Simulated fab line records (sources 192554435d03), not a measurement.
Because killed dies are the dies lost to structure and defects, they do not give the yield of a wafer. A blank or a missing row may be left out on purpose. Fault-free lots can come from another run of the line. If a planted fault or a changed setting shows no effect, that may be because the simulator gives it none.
Matching of chambers ; flow n5_finfet ; N5_BEOL_M10_ILD_DEP_00 on pecvd-01: 3 sister chambers
The step deposits SiCOH lowk from DEMS/porogen, target thk 308.51 nm, time 58 s. 3 wafers are shown with their chamber, then 9 later ones without.

## WAFERS WITH THEIR CHAMBER
wafer;chamber;showerhead_plenum_p_Torr (Torr)
L074.6;2;5.738
L084.2;1;5.708
L084.6;0;5.775

## WAFERS WHOSE CHAMBER IS MISSING
wafer;showerhead_plenum_p_Torr (Torr)
L086.1;5.739
L086.3;5.755
L086.6;5.767
L090.1;5.717
L090.4;5.732
L090.5;5.760
L093.1;5.766
L093.2;5.727
L093.4;5.735

## WHICH CHAMBER EACH WENT THROUGH
wafer;from the rows above;in truth
L086.1;2;2
L086.3;can't be placed: 2 or 0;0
L086.6;0;0
L090.1;can't be placed: 1 or 2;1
L090.4;can't be placed: 2 or 1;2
L090.5;can't be placed: 0 or 2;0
L093.1;can't be placed: 0 or 2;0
L093.2;can't be placed: 2 or 1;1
L093.4;2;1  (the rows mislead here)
Correct placement for 2 of the 9. Can't be placed from these rows: 6 (the true chamber is among the candidates in 6). 1 placed wrongly.
How it was worked out, from the rows above alone: a wafer's distance from a chamber is the root of the sum, over the readings, of the square of ((its reading less the chamber's mean) divided by the reading's scatter). If the next closest chamber is less than 2 further off than the closest, the wafer can't be placed; otherwise it belongs to the closest. A chamber's mean is the mean of its shown wafers. The scatter: root of mean squared gap, hidden wafer to nearest shown wafer, with one shown wafer a chamber.
